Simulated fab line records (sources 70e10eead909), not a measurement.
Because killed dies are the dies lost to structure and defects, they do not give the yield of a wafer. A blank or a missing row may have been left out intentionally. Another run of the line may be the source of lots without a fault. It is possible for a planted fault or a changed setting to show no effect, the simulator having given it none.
Matching of chambers -- flow nand_harc -- 3 sister chambers for NHARC_A_STAIRCASE_DEP_417 on pecvd-03
The step deposits Si3N4, target thk 60 nm. 5 wafers are shown with their chamber, then 7 later ones without.

## EACH WAFER AND ITS CHAMBER
wafer,chamber,heater_power_w (W)
L090.1,1,726
L090.4,2,679
L090.6,0,672
L092.1,2,757
L092.2,1,736

## WAFERS WITHOUT THEIR CHAMBER
wafer,heater_power_w (W)
L092.6,753
L095.3,570
L095.4,582
L095.5,718
L096.1,638
L096.2,857
L096.6,640

## EACH ONE'S CHAMBER
wafer,from the rows above,in truth
L092.6,can't be placed: 1 or 2 or 0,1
L095.3,can't be placed: 0 or 2 or 1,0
L095.4,can't be placed: 0 or 2 or 1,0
L095.5,can't be placed: 2 or 1 or 0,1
L096.1,can't be placed: 0 or 2 or 1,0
L096.2,can't be placed: 1 or 2 or 0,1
L096.6,can't be placed: 0 or 2 or 1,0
0 of 7 placed correctly. Unplaceable from these rows: 7, with the true chamber sitting among the candidates in 7. Placed wrongly: 0.
How it was worked out, from the rows above alone: a wafer's distance from a chamber is the root of the sum, over the readings, of the square of ((its reading less the chamber's mean) divided by the reading's scatter). The wafer belongs to the nearest chamber; if the next one is less than 2 further off, it can't be placed. A chamber's mean is the mean of its shown wafers. The scatter: the root of (the sum of the squares of (reading less its chamber's mean) over the shown wafers, divided by (wafers less chambers)).
